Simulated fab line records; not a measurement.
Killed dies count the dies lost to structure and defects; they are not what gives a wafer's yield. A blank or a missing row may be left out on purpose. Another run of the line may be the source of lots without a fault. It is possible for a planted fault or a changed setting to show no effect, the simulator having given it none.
fab line records    flow nand-harc
record: lots: 24  wafers: 72  last-day: 24
route steps=1159 shown A_CHANNEL_HOLE_D1@450 A_CHANNEL_FILL_D1@513 A_STAIRCASE@547
lots untouched by any fault: they come from a run of this same line in which no faults occurred
start-h: start of the lot's first displayed wafer, in hours after the record's first day    wait-h: hours since the lot's step before    " repeats the value in the row above    L1.1+2: a single row standing in for several wafers    - value missing, or start not given    * or withheld: withheld    < > ~ a bound
route shown NAME@n: a module of which the file shows steps, and the number in the route of the first    usual: the fault-free wafers' mean and standard deviation    same: alike in all rows    chamber/n: place in a boat    sites: per-site readings    _std_site: how widely they spread, as a standard deviation    _edge_site: inner sites' mean taken away from outer sites' mean    radius-mm: for every site, how far away it sits from the centre of the wafer    mask NAME#n: copy n    behind: the tool/chamber that last shaped the wafer    hold: reason for holding the lot/hours on hold/outcome of the hold    device: names the non-switching transistor (n, p or np)    end of line: tests of these same wafers at the route's end    a step without rows: its recipe alone    killed: not the wafer's yield, but the dies lost to structure and defects at the first sort    map: a wafer's dies, x killed, . not, _ none there
set.NAME: the setting the step ran with; set.NAME@STEP: the setting that earlier step ran with    model.NAME: the simulator's own value behind a step, which no gauge read
one table for each step of the route and one row for each wafer, over a sample of lots
services: a tool's chamber out of use, with start hour (start-h, from the record's first day; less than 0 if before it), hours out, and reason
== steps ==
step: NHARC_A_CHANNEL_HOLE_D1_DEP_00
recipe: target-thk-a: 31000  temp-c: 400  material: aC
usual: throttle-valve-pct: 35.000/0.01
lot.wafer  tool        chamber  start-h  wait-h  throttle-valve-pct
L074.1     acl-dep-03  0        168.60   0.6     34.991
L074.3     "           0        "        "       35.011
L074.5     "           0        "        "       34.996
L076.1     acl-dep-03  0        178.17   1.2     35.021
L076.2     "           0        "        "       34.995
L076.5     "           0        "        "       34.999
L075.2     acl-dep-01  0        180.16   3.0     35.000
L075.3     "           0        "        "       35.001
L075.6     "           0        "        "       35.006
L078.2     acl-dep-02  0        185.92   1.6     34.983
L078.5     "           0        "        "       34.990
L078.6     "           0        "        "       35.007
L077.3     acl-dep-03  0        187.33   3.0     34.984
L077.4     "           0        "        "       34.995
L077.5     "           0        "        "       35.004
L080.1     acl-dep-03  0        204.20   0.4     34.995
L080.2     "           0        "        "       34.989
L080.6     "           0        205.78   1.9     34.994
L079.1     acl-dep-01  0        204.48   0.4     34.990
L079.4     "           0        "        "       35.021
L079.6     "           0        "        "       35.009
L082.3     acl-dep-02  0        216.17   1.7     35.000
L082.4     "           0        "        "       34.993
L082.6     "           0        "        "       34.991
L081.1     acl-dep-02  0        217.43   2.6     35.005
L081.3     "           0        "        "       34.994
L081.6     "           0        "        "       35.012
L083.3     acl-dep-01  0        217.61   2.9     35.001
L083.4     "           0        "        "       35.009
L083.6     "           0        "        "       34.992
L085.1     acl-dep-02  0        234.30   4.0     34.987
L085.3     "           0        "        "       35.002
L085.4     "           0        "        "       34.987
L084.2     acl-dep-01  0        234.50   4.2     35.009
L084.3     "           0        "        "       35.013
L084.6     "           0        "        "       35.003
L087.1     acl-dep-01  0        247.90   0.1     34.989
L087.2     "           0        "        "       34.997
L087.3     "           0        "        "       35.000
L086.2     acl-dep-03  0        248.47   0.4     35.007
L086.4     "           0        "        "       35.019
L086.5     "           0        "        "       35.012
L089.1     acl-dep-03  0        263.73   0.1     34.986
L089.4     "           0        "        "       34.993
L089.5     "           0        "        "       35.010
L088.2     acl-dep-01  0        263.88   0.4     35.014
L088.5     "           0        "        "       35.015
L088.6     "           0        "        "       35.004
L090.1     acl-dep-03  0        267.05   0.1     34.999
L090.2     "           0        "        "       34.991
L090.4     "           0        "        "       34.997
L092.1     acl-dep-02  0        267.29   0.2     35.021
L092.2     "           0        "        "       34.991
L092.4     "           0        "        "       34.998
L091.1     acl-dep-01  0        268.74   1.5     35.007
L091.3     "           0        "        "       35.003
L091.5     "           0        "        "       35.015
L093.1     acl-dep-03  0        278.64   0.7     34.994
L093.2     "           0        "        "       34.993
L093.3     "           0        "        "       34.995
L094.1     acl-dep-03  0        288.58   0.3     35.017
L094.3     "           0        "        "       35.001
L094.5     "           0        "        "       35.001
L097.1     acl-dep-02  0        299.78   4.2     34.999
L097.2     "           0        "        "       34.998
L097.3     "           0        "        "       35.006
L095.2     acl-dep-03  0        299.92   4.5     34.987
L095.4     "           0        "        "       34.995
L095.5     "           0        "        "       35.003
L096.1     acl-dep-03  0        305.10   4.1     34.998
L096.4     "           0        "        "       34.996
L096.5     "           0        "        "       35.011
step: NHARC_A_CHANNEL_HOLE_D1_CD_MEAS_10
recipe: target-cd-nm: 100  landing-energy-ev: 500
usual: cd-nm: 99.9/0.46
lot.wafer  tool       chamber  start-h  wait-h  cd-nm
L074.1     cd-sem-03  0        171.26   -       100.1
L074.3     "          0        "        "       100.3
L074.5     "          0        "        "       99.1
L076.1     cd-sem-02  0        180.67   -       99.9
L076.2     "          0        "        "       99.1
L076.5     "          0        "        "       99.4
L075.2     cd-sem-01  0        182.48   -       100.5
L075.3     "          0        "        "       100.7
L075.6     "          0        "        "       100.5
L078.2     cd-sem-02  0        188.12   -       99.8
L078.5     "          0        "        "       100.4
L078.6     "          0        "        "       100.3
L077.3     cd-sem-03  0        189.35   -       99.6
L077.4     "          0        "        "       99.4
L077.5     "          0        "        "       99.7
L080.1     cd-sem-03  0        206.93   -       100.2
L080.2     "          0        "        "       100.5
L080.6     "          0        "        "       100.2
L079.1     cd-sem-01  0        207.22   -       99.6
L079.4     "          0        "        "       99.8
L079.6     "          0        "        "       100.0
L082.3     cd-sem-03  0        218.05   -       99.6
L082.4     "          0        "        "       99.5
L082.6     "          0        "        "       99.2
L083.3     cd-sem-02  0        219.67   -       100.5
L083.4     "          0        "        "       99.7
L083.6     "          0        "        "       99.2
L081.1     cd-sem-02  0        220.04   -       99.7
L081.3     "          0        "        "       100.2
L081.6     "          0        "        "       99.5
L084.2     cd-sem-02  0        236.86   -       100.2
L084.3     "          0        "        "       100.1
L084.6     "          0        "        "       99.8
L085.1     cd-sem-01  0        237.01   -       100.5
L085.3     "          0        "        "       100.1
L085.4     "          0        "        "       100.1
L087.1     cd-sem-02  0        250.56   -       99.8
L087.2     "          0        "        "       100.3
L087.3     "          0        "        "       99.8
L086.2     cd-sem-03  0        250.81   -       99.9
L086.4     "          0        "        "       99.9
L086.5     "          0        "        "       100.6
L088.2     cd-sem-01  0        266.13   -       99.8
L088.5     "          0        "        "       99.5
L088.6     "          0        "        "       99.9
L089.1     cd-sem-03  0        266.44   -       100.2
L089.4     "          0        "        "       100.4
L089.5     "          0        "        "       100.5
L090.1     cd-sem-03  0        269.57   -       100.3
L090.2     "          0        "        "       100.9
L090.4     "          0        "        "       99.8
L092.1     cd-sem-03  0        269.92   -       99.7
L092.2     "          0        "        "       100.0
L092.4     "          0        "        "       100.0
L091.1     cd-sem-03  0        271.43   -       100.3
L091.3     "          0        "        "       99.8
L091.5     "          0        "        "       100.3
L093.1     cd-sem-03  0        281.30   -       99.5
L093.2     "          0        "        "       99.2
L093.3     "          0        "        "       98.9
L094.1     cd-sem-01  0        291.22   -       100.3
L094.3     "          0        "        "       99.4
L094.5     "          0        "        "       99.2
L095.2     cd-sem-01  0        302.25   -       99.6
L095.4     "          0        "        "       99.2
L095.5     "          0        "        "       99.5
L097.1     cd-sem-01  0        302.41   -       100.0
L097.2     "          0        "        "       100.3
L097.3     "          0        "        "       100.2
L096.1     cd-sem-02  0        307.63   -       99.9
L096.4     "          0        "        "       100.1
L096.5     "          0        "        "       100.9
step: NHARC_A_CHANNEL_HOLE_D1_ETCH_22
recipe: bias-v: 3000  source-w: withheld  pressure-mtorr: 20  time-s: 666.7  ar-flow-sccm: 375  c4f8-flow-sccm: 89.3  o2-flow-sccm: 35.7  temp-c: -20  target-depth-a: 16000  chemistry: C4F8/O2/Ar
usual: c4f8-flow-sccm: 89.30/0.24  drypump-motor-current-A: 5.66/0.13  showerhead-plenum-p-Torr: 3.73/0.095  throttle-valve-pct: 32.155/0.0094
lot.wafer  tool         chamber  start-h  wait-h  c4f8-flow-sccm  drypump-motor-current-A  rf-hours-counter-h  showerhead-plenum-p-Torr  throttle-valve-pct
L074.1     har-etch-02  1        173.60   0.4     89.38           5.84                     105                 3.87                      32.165
L074.3     "            0        "        "       89.50           5.73                     -                   3.64                      32.171
L074.5     "            1        "        "       89.34           5.85                     -                   3.87                      32.145
L076.1     har-etch-01  0        183.12   0.4     89.32           5.47                     180                 3.69                      32.151
L076.2     "            1        "        "       89.62           5.61                     180                 3.80                      32.146
L076.5     "            1        "        "       89.22           5.63                     -                   3.80                      32.153
L075.2     har-etch-02  1        184.81   0.4     89.24           5.82                     113                 3.87                      32.171
L075.3     "            1        "        "       88.97           5.83                     -                   3.87                      32.159
L075.6     "            0        "        "       89.29           5.72                     -                   3.63                      32.134
L078.2     har-etch-01  0        190.35   0.4     89.43           5.44                     185                 3.69                      32.158
L078.6     "            0        "        "       89.18           5.47                     -                   3.69                      32.146
L078.5     "            1        "        "       88.83           5.61                     -                   3.79                      32.166
L077.3     har-etch-02  1        191.77   0.4     89.33           5.82                     -                   3.87                      32.149
L077.4     "            0        "        "       89.02           5.73                     -                   3.63                      32.158
L077.5     "            0        "        "       89.22           5.72                     -                   3.63                      32.157
L080.2     har-etch-01  1        209.18   0.4     89.44           5.64                     189                 3.79                      32.140
L080.1     "            0        "        "       89.42           5.46                     189                 3.68                      32.189
L080.6     "            0        "        "       89.39           5.49                     -                   3.68                      32.146
L079.1     har-etch-02  1        209.55   0.4     89.22           5.80                     123                 3.86                      32.160
L079.4     "            1        "        "       88.98           5.81                     -                   3.86                      32.148
L079.6     "            0        "        "       89.46           5.72                     -                   3.63                      32.164
L082.3     har-etch-02  0        220.47   0.4     89.26           5.72                     -                   3.62                      32.161
L082.4     "            1        "        "       89.90           5.84                     -                   3.86                      32.156
L082.6     "            0        "        "       89.63           5.73                     -                   3.62                      32.153
L083.4     har-etch-01  1        222.09   0.4     89.48           5.63                     -                   3.79                      32.159
L083.3     "            0        "        "       89.08           5.47                     -                   3.68                      32.147
L083.6     "            1        "        "       89.47           5.63                     -                   3.79                      32.144
L081.1     har-etch-02  1        224.44   0.4     89.36           5.83                     132                 3.86                      32.161
L081.3     "            0        "        "       89.29           5.71                     -                   3.62                      32.156
L081.6     "            0        "        "       89.21           5.70                     -                   3.62                      32.160
L085.1     har-etch-01  1        239.24   0.4     89.83           5.63                     203                 3.78                      32.149
L085.4     "            1        "        "       89.45           5.63                     -                   3.78                      32.138
L085.3     "            0        "        "       89.58           5.46                     -                   3.68                      32.156
L084.2     har-etch-02  1        239.32   0.4     89.40           5.80                     139                 3.85                      32.147
L084.3     "            1        "        "       89.31           5.80                     -                   3.85                      32.160
L084.6     "            0        "        "       89.13           5.71                     -                   3.62                      32.176
L087.2     har-etch-02  1        253.00   0.4     89.27           5.85                     146                 3.85                      32.153
L087.1     "            0        "        "       89.30           5.70                     146                 3.61                      32.152
L087.3     "            1        "        "       89.62           5.83                     -                   3.85                      32.152
L086.2     har-etch-01  0        253.12   0.4     89.13           5.48                     211                 3.67                      32.155
L086.4     "            0        "        "       89.08           5.47                     -                   3.67                      32.161
L086.5     "            1        "        "       88.91           5.62                     -                   3.78                      32.153
L088.2     har-etch-01  0        268.45   0.4     89.33           5.43                     215                 3.67                      32.148
L088.5     "            1        "        "       89.15           5.62                     -                   3.78                      32.142
L088.6     "            0        "        "       89.45           5.44                     -                   3.67                      32.155
L089.1     har-etch-02  1        268.70   0.4     89.52           5.82                     151                 3.85                      32.152
L089.4     "            1        "        "       89.27           5.83                     -                   3.85                      32.151
L089.5     "            0        "        "       89.21           5.71                     -                   3.61                      32.156
L090.1     har-etch-01  1        272.52   0.4     89.38           5.64                     219                 3.77                      32.164
L090.2     "            0        "        "       89.52           5.43                     219                 3.67                      32.143
L090.4     "            0        "        "       89.29           5.44                     -                   3.67                      32.142
L092.1     har-etch-02  0        272.88   0.4     89.22           5.71                     155                 3.61                      32.162
L092.2     "            1        "        "       89.26           5.83                     155                 3.85                      32.153
L092.4     "            0        "        "       89.12           5.71                     -                   3.61                      32.152
L091.1     har-etch-01  0        276.66   0.4     89.05           5.44                     223                 3.67                      32.156
L091.3     "            0        "        "       88.94           5.43                     -                   3.67                      32.151
L091.5     "            1        "        "       89.82           5.62                     -                   3.77                      32.153
L093.2     har-etch-01  0        283.94   0.4     89.54           5.47                     228                 3.66                      32.147
L093.1     "            1        "        "       89.40           5.62                     228                 3.77                      32.158
L093.3     "            0        "        "       89.52           5.44                     -                   3.66                      32.149
L094.1     har-etch-02  0        293.54   0.4     89.65           5.73                     165                 3.60                      32.159
L094.3     "            0        "        "       89.33           5.70                     -                   3.60                      32.154
L094.5     "            1        "        "       89.43           5.82                     -                   3.84                      32.128
L095.2     har-etch-02  0        304.55   0.4     89.38           5.72                     169                 3.60                      32.168
L095.4     "            0        "        "       89.06           5.73                     -                   3.60                      32.153
L095.5     "            1        "        "       89.44           5.80                     -                   3.84                      32.163
L097.1     har-etch-01  0        304.64   0.4     89.08           5.46                     235                 3.66                      32.155
L097.2     "            1        "        "       88.99           5.62                     235                 3.76                      32.154
L097.3     "            0        "        "       88.97           5.46                     -                   3.66                      32.169
L096.1     har-etch-02  0        309.95   0.4     89.71           5.71                     173                 3.60                      32.151
L096.4     "            0        "        "       89.45           5.71                     -                   3.60                      32.146
L096.5     "            1        "        "       89.19           5.78                     -                   3.84                      32.173
step: NHARC_A_CHANNEL_FILL_D1_CMP_10
recipe: target-thk-nm: 150
usual: motor-current-A: 11.7/0.88  time-to-endpoint-s: 14.8/2
lot.wafer  tool    chamber  start-h  wait-h  motor-current-A  time-to-endpoint-s
L074.1     cmp-04  0        231.87   0.7     12.6             12.8
L074.3     "       3        "        "       11.2             14.8
L074.5     "       1        "        "       11.2             19.0
L076.2     cmp-03  2        236.01   0.4     12.7             12.2
L076.1     "       1        "        "       13.0             12.2
L076.5     "       3        "        "       12.2             14.2
L075.2     cmp-04  0        236.03   0.4     12.6             14.9
L075.3     "       1        "        "       10.8             16.2
L075.6     "       0        "        "       11.9             16.2
L078.2     cmp-03  1        243.25   0.4     12.7             11.6
L078.5     "       2        "        "       12.9             15.1
L078.6     "       3        "        "       12.7             14.6
L077.3     cmp-04  3        243.26   0.4     11.7             15.8
L077.4     "       0        "        "       12.8             16.4
L077.5     "       2        "        "       11.1             15.1
L079.4     cmp-03  3        264.01   0.4     12.7             18.7
L079.1     "       2        "        "       12.4             18.5
L079.6     "       3        "        "       12.3             19.1
L080.2     cmp-04  0        264.01   0.4     11.9             15.3
L080.1     "       3        "        "       11.1             17.7
L080.6     "       0        "        "       12.2             14.4
L083.4     cmp-01  3        276.15   0.4     13.3             14.0
L083.3     "       1        "        "       12.4             14.0
L083.6     "       3        "        "       13.6             11.9
L082.4     cmp-04  0        276.21   0.4     12.8             13.7
L082.3     "       1        "        "       10.2             12.9
L082.6     "       2        "        "       11.7             13.8
L081.1     cmp-01  3        282.29   0.4     13.5             12.5
L081.3     "       2        "        "       11.5             13.2
L081.6     "       0        "        "       11.0             11.7
L084.3     cmp-03  1        292.99   0.4     11.6             12.1
L084.2     "       2        "        "       11.6             13.9
L084.6     "       0        "        "       11.1             13.7
L085.3     cmp-01  1        296.59   0.4     12.6             16.2
L085.1     "       2        "        "       11.7             16.0
L085.4     "       3        "        "       13.4             14.2
L087.3     cmp-01  0        307.57   0.4     11.2             17.9
L087.1     "       1        "        "       12.0             16.9
L087.2     "       2        "        "       11.2             15.5
L086.2     cmp-03  0        307.60   0.4     11.0             15.0
L086.4     "       1        "        "       12.7             15.5
L086.5     "       2        "        "       12.9             13.8
L088.2     cmp-04  1        321.62   0.4     10.6             13.3
L088.5     "       1        "        "       9.9              13.2
L088.6     "       2        "        "       11.7             13.2
L089.4     cmp-01  3        321.62   0.4     13.1             16.9
L089.1     "       1        "        "       12.3             16.0
L089.5     "       3        "        "       13.4             14.7
L092.1     cmp-04  0        326.43   0.4     12.5             10.5
L092.2     "       2        "        "       11.8             13.2
L092.4     "       3        "        "       11.9             11.5
L090.1     cmp-01  0        326.43   0.4     11.0             11.6
L090.4     "       1        "        "       12.2             14.1
L090.2     "       2        "        "       11.4             13.3
L091.3     cmp-03  3        326.52   0.5     11.8             14.8
L091.1     "       2        "        "       12.0             16.6
L091.5     "       3        "        "       12.7             12.7
L093.1     cmp-01  2        336.49   0.4     11.2             16.2
L093.3     "       0        "        "       10.6             17.8
L093.2     "       1        "        "       11.7             14.3
L094.1     cmp-04  1        347.50   0.4     10.3             11.3
L094.3     "       3        "        "       11.2             12.8
L094.5     "       0        "        "       12.4             12.0
L095.4     cmp-03  0        359.36   0.4     10.6             15.0
L095.2     "       1        "        "       12.6             13.7
L095.5     "       1        "        "       13.1             15.3
L096.1     cmp-04  1        359.39   0.4     10.5             12.7
L096.4     "       2        "        "       11.3             14.0
L096.5     "       1        "        "       10.9             14.2
L097.2     cmp-01  1        359.40   0.4     11.9             15.9
L097.1     "       2        "        "       11.2             13.8
L097.3     "       3        "        "       13.4             14.9
step: NHARC_A_STAIRCASE_DESCUM_11
recipe: time-s: 3  o2-flow-sccm: 200  ar-flow-sccm: 0  bias-power-w: 0  chemistry: O2
usual: drypump-motor-current-A: 5.8/0.39  oes-product-au: 0.999/0.0075  rf-vpp-V: 57.8/0.93  showerhead-plenum-p-Torr: 1.94/0.09  throttle-valve-pct: 11.312/0.01
lot.wafer  tool         chamber  start-h  wait-h  drypump-motor-current-A  oes-product-au  rf-hours-counter-h  rf-vpp-V  showerhead-plenum-p-Torr  throttle-valve-pct
L074.3     rie-diel-11  1        235.57   -       6.4                      1.001           14                  55.9      1.96                      11.327
L074.1     "            2        "        "       5.5                      1.004           14                  57.9      2.07                      11.316
L074.5     "            1        "        "       6.4                      0.999           -                   57.7      1.96                      11.312
L075.3     rie-diel-11  2        239.78   -       5.5                      1.007           15                  57.9      2.07                      11.310
L075.2     "            3        "        "       5.7                      1.006           16                  57.1      1.81                      11.304
L075.6     "            3        "        "       5.7                      1.002           -                   57.2      1.82                      11.304
L076.2     rie-diel-01  1        240.07   -       5.9                      0.987           36                  56.9      1.79                      11.327
L076.1     "            3        "        "       5.8                      0.993           37                  57.9      1.90                      11.316
L076.5     "            0        "        "       6.4                      1.005           -                   57.4      1.99                      11.297
L078.2     rie-diel-11  0        246.92   -       5.5                      0.996           20                  58.8      2.01                      11.313
L078.6     "            0        "        "       5.4                      0.996           -                   58.2      2.01                      11.316
L078.5     "            1        "        "       6.4                      0.990           -                   57.7      1.95                      11.324
L077.3     rie-diel-01  1        247.31   -       5.9                      0.981           40                  56.4      1.79                      11.325
L077.4     "            0        "        "       6.4                      0.996           -                   57.1      1.99                      11.314
L077.5     "            1        "        "       5.9                      0.994           -                   57.7      1.79                      11.314
L079.1     rie-diel-01  1        267.41   -       6.0                      0.978           52                  57.0      1.78                      11.317
L079.6     "            0        "        "       6.4                      1.004           -                   57.2      1.99                      11.291
L079.4     "            3        "        "       5.8                      1.009           -                   57.9      1.90                      11.311
L080.1     rie-diel-06  3        268.10   -       5.3                      0.993           7                   57.6      2.01                      11.297
L080.2     "            0        "        "       6.3                      0.986           8                   57.6      1.88                      11.314
L080.6     "            1        "        "       5.4                      1.009           -                   57.3      2.03                      11.309
L083.3     rie-diel-01  0        279.93   -       6.4                      0.997           55                  57.1      1.98                      11.305
L083.4     "            3        "        "       5.8                      0.993           -                   56.7      1.90                      11.312
L083.6     "            1        "        "       5.9                      0.995           -                   56.8      1.78                      11.300
L082.4     rie-diel-11  3        280.43   -       5.7                      1.005           31                  58.0      1.81                      11.328
L082.3     "            0        "        "       5.5                      1.001           32                  57.8      2.01                      11.320
L082.6     "            2        "        "       5.5                      1.000           -                   58.7      2.07                      11.322
L081.1     rie-diel-11  2        285.91   -       5.5                      1.000           34                  59.0      2.07                      11.324
L081.3     "            0        "        "       5.5                      0.988           34                  57.8      2.01                      11.307
L081.6     "            3        "        "       5.7                      1.001           -                   57.1      1.81                      11.312
L084.2     rie-diel-06  0        296.28   -       6.3                      0.998           18                  56.7      1.87                      11.304
L084.3     "            1        "        "       5.5                      1.001           15                  58.3      2.02                      11.339
L084.6     "            3        "        "       5.4                      1.008           -                   57.9      2.01                      11.299
L085.3     rie-diel-01  1        300.08   -       5.9                      0.984           65                  56.7      1.78                      11.307
L085.1     "            3        "        "       5.8                      0.998           60                  56.6      1.89                      11.304
L085.4     "            0        "        "       6.4                      1.000           -                   57.2      1.98                      11.302
L086.2     rie-diel-06  1        311.30   -       5.4                      1.000           27                  57.9      2.02                      11.308
L086.4     "            2        "        "       5.3                      1.006           26                  58.0      1.89                      11.294
L086.5     "            1        "        "       5.4                      1.003           -                   59.0      2.02                      11.329
L087.3     rie-diel-06  1        311.47   -       5.4                      0.998           27                  58.9      2.02                      11.309
L087.1     "            2        "        "       5.3                      1.004           26                  57.0      1.89                      11.303
L087.2     "            3        "        "       5.4                      0.995           24                  57.3      2.00                      11.303
L088.2     rie-diel-06  0        325.68   -       6.3                      1.003           35                  57.7      1.87                      11.321
L088.5     "            1        "        "       5.4                      1.009           -                   57.9      2.02                      11.321
L088.6     "            2        "        "       5.3                      1.000           -                   56.9      1.88                      11.317
L089.4     rie-diel-06  3        326.22   -       5.3                      0.996           30                  58.1      2.00                      11.295
L089.1     "            1        "        "       5.4                      0.996           34                  58.5      2.02                      11.307
L089.5     "            2        "        "       5.3                      1.004           -                   57.0      1.88                      11.317
L092.4     rie-diel-11  1        329.99   -       6.4                      0.998           50                  57.1      1.94                      11.296
L092.1     "            3        "        "       5.8                      1.003           51                  56.7      1.80                      11.298
L092.2     "            0        "        "       5.4                      0.999           50                  59.9      2.00                      11.302
L091.3     rie-diel-06  0        330.21   -       6.3                      0.990           38                  58.6      1.87                      11.319
L091.1     "            1        "        "       5.4                      0.990           37                  58.8      2.02                      11.306
L091.5     "            2        "        "       5.2                      0.999           -                   57.4      1.88                      11.312
L090.1     rie-diel-01  1        331.51   -       6.0                      0.998           2                   57.1      2.08                      11.330
L090.2     "            2        "        "       5.7                      1.012           2                   57.5      1.84                      11.310
L090.4     "            1        "        "       6.0                      1.008           -                   56.5      2.08                      11.319
L093.2     rie-diel-06  0        340.03   -       6.3                      0.993           42                  58.2      1.86                      11.307
L093.1     "            2        "        "       5.3                      1.007           38                  57.5      1.88                      11.305
L093.3     "            3        "        "       5.4                      0.993           36                  58.3      2.00                      11.309
L094.3     rie-diel-11  0        351.97   -       5.4                      1.004           59                  57.8      2.00                      11.319
L094.1     "            2        "        "       5.5                      1.012           61                  57.1      2.06                      11.308
L094.5     "            1        "        "       6.4                      1.003           -                   58.1      1.94                      11.319
L095.2     rie-diel-01  1        362.73   -       6.0                      1.001           14                  59.1      2.07                      11.305
L095.4     "            2        "        "       5.7                      1.004           14                  55.4      1.83                      11.306
L095.5     "            2        "        "       5.7                      1.020           -                   55.8      1.83                      11.328
L096.1     rie-diel-11  1        363.14   -       6.4                      0.997           62                  57.1      1.94                      11.296
L096.4     "            2        "        "       5.5                      0.992           65                  57.8      2.05                      11.305
L096.5     "            1        "        "       6.4                      0.991           -                   57.2      1.94                      11.328
L097.3     rie-diel-11  2        363.42   -       5.5                      0.995           65                  59.0      2.05                      11.324
L097.1     "            3        "        "       5.8                      0.992           63                  57.1      1.80                      11.315
L097.2     "            1        "        "       6.4                      0.981           62                  58.4      1.94                      11.309
step: NHARC_A_STAIRCASE_ETCH_17
recipe: target-depth-a: 1000  time-s: 40.5  ion-energy-ev: 400  c4f8-flow-sccm: 20  o2-flow-sccm: 10  ar-flow-sccm: withheld  rf-w: 600  bias-w: 1000  chemistry: C4F8/O2
usual: oes-product-au: 0.940/0.009  rf-vpp-V: 897/5.6
lot.wafer  tool         chamber  start-h  wait-h  oes-product-au  rf-hours-counter-h  rf-vpp-V
L074.1     rie-diel-11  2        -        -       0.944           15                  906
L074.3     "            3        "        "       0.955           15                  888
L074.5     "            3        "        "       0.947           -                   890
L075.2     rie-diel-11  0        -        -       0.948           17                  904
L075.3     "            3        "        "       0.953           16                  889
L075.6     "            0        "        "       0.947           -                   904
L076.2     rie-diel-01  2        -        -       0.951           37                  891
L076.1     "            3        "        "       0.946           38                  895
L076.5     "            1        "        "       0.934           -                   889
L077.3     rie-diel-01  0        -        -       0.942           40                  902
L077.5     "            1        "        "       0.946           -                   887
L077.4     "            2        "        "       0.954           -                   891
L078.2     rie-diel-11  1        -        -       0.938           21                  897
L078.5     "            0        "        "       0.952           -                   903
L078.6     "            1        "        "       0.934           -                   899
L079.1     rie-diel-01  0        -        -       0.924           50                  902
L079.4     "            0        "        "       0.934           -                   900
L079.6     "            1        "        "       0.930           -                   889
L080.2     rie-diel-06  1        -        -       0.936           10                  903
L080.1     "            2        "        "       0.935           9                   894
L080.6     "            2        "        "       0.936           -                   893
L083.3     rie-diel-01  1        -        -       0.939           57                  889
L083.4     "            0        "        "       0.950           -                   902
L083.6     "            3        "        "       0.956           -                   895
L082.4     rie-diel-11  2        -        -       0.948           32                  905
L082.3     "            3        "        "       0.942           31                  891
L082.6     "            3        "        "       0.948           -                   890
L081.1     rie-diel-11  2        -        -       0.954           35                  905
L081.3     "            0        "        "       0.946           34                  902
L081.6     "            1        "        "       0.942           -                   899
L084.3     rie-diel-06  3        -        -       0.953           16                  901
L084.2     "            1        "        "       0.944           16                  903
L084.6     "            0        "        "       0.940           -                   894
L085.1     rie-diel-01  1        -        -       0.930           65                  888
L085.3     "            0        "        "       0.936           63                  900
L085.4     "            0        "        "       0.936           -                   900
L086.4     rie-diel-06  3        -        -       0.933           25                  901
L086.2     "            2        "        "       0.944           26                  894
L086.5     "            0        "        "       0.921           -                   893
L087.2     rie-diel-06  2        -        -       0.936           26                  893
L087.3     "            3        "        "       0.926           25                  902
L087.1     "            0        "        "       0.928           29                  891
L088.2     rie-diel-06  2        -        -       0.933           32                  893
L088.5     "            1        "        "       0.952           -                   903
L088.6     "            2        "        "       0.949           -                   895
L089.1     rie-diel-06  0        -        -       0.944           35                  894
L089.4     "            1        "        "       0.954           34                  901
L089.5     "            2        "        "       0.933           -                   894
L091.1     rie-diel-06  3        -        -       0.940           33                  901
L091.3     "            0        "        "       0.941           38                  894
L091.5     "            3        "        "       0.923           -                   902
L092.1     rie-diel-11  0        -        -       0.927           52                  900
L092.4     "            1        "        "       0.924           51                  896
L092.2     "            3        "        "       0.928           53                  888
L090.1     rie-diel-01  3        -        -       0.938           3                   895
L090.2     "            1        "        "       0.928           3                   905
L090.4     "            2        "        "       0.941           -                   890
L093.1     rie-diel-06  3        -        -       0.929           37                  901
L093.3     "            0        "        "       0.926           43                  894
L093.2     "            1        "        "       0.932           42                  902
L094.1     rie-diel-11  1        -        -       0.939           61                  897
L094.3     "            2        "        "       0.947           64                  905
L094.5     "            3        "        "       0.946           -                   889
L096.4     rie-diel-11  3        -        -       0.932           64                  889
L096.1     "            0        "        "       0.937           63                  902
L096.5     "            2        "        "       0.941           -                   903
L095.2     rie-diel-01  2        -        -       0.951           15                  892
L095.4     "            3        "        "       0.941           15                  893
L095.5     "            3        "        "       0.944           -                   892
L097.3     rie-diel-11  3        -        -       0.941           64                  889
L097.1     "            1        "        "       0.920           63                  897
L097.2     "            2        "        "       0.933           66                  905
== services ==
tool         chamber  start-h  hours  kind
rie-diel-06  3        160.74   2.2    repair
rie-diel-11  2        176.26   7.8    repair
rie-diel-06  2        176.55   5.8    repair
rie-diel-01  0        178.42   4.6    repair
cmp-01       -        185.20   4.0    pm
rie-diel-11  -        189.50   9.0    pm
cmp-01       -        195.86   56.5   repair
rie-diel-01  0        200.03   4.9    repair
cmp-04       -        203.16   4.0    pm
acl-dep-03   -        223.33   13.0   pm
rie-diel-01  3        229.49   2.7    repair
rie-diel-06  0        233.51   3.0    repair
har-etch-02  -        237.66   0.1    repair
rie-diel-06  -        241.20   9.0    pm
rie-diel-01  3        246.64   8.8    repair
cmp-04       -        264.64   0.9    repair
rie-diel-06  1        271.27   7.5    repair
cmp-04       -        281.46   6.5    repair
cmp-01       -        283.20   4.0    pm
rie-diel-11  1        295.55   5.4    repair
cmp-04       -        301.29   4.0    pm
har-etch-01  -        307.91   17.0   pm
rie-diel-01  0        310.45   24.0   repair
rie-diel-01  -        314.83   9.0    pm
== key ==
fault none
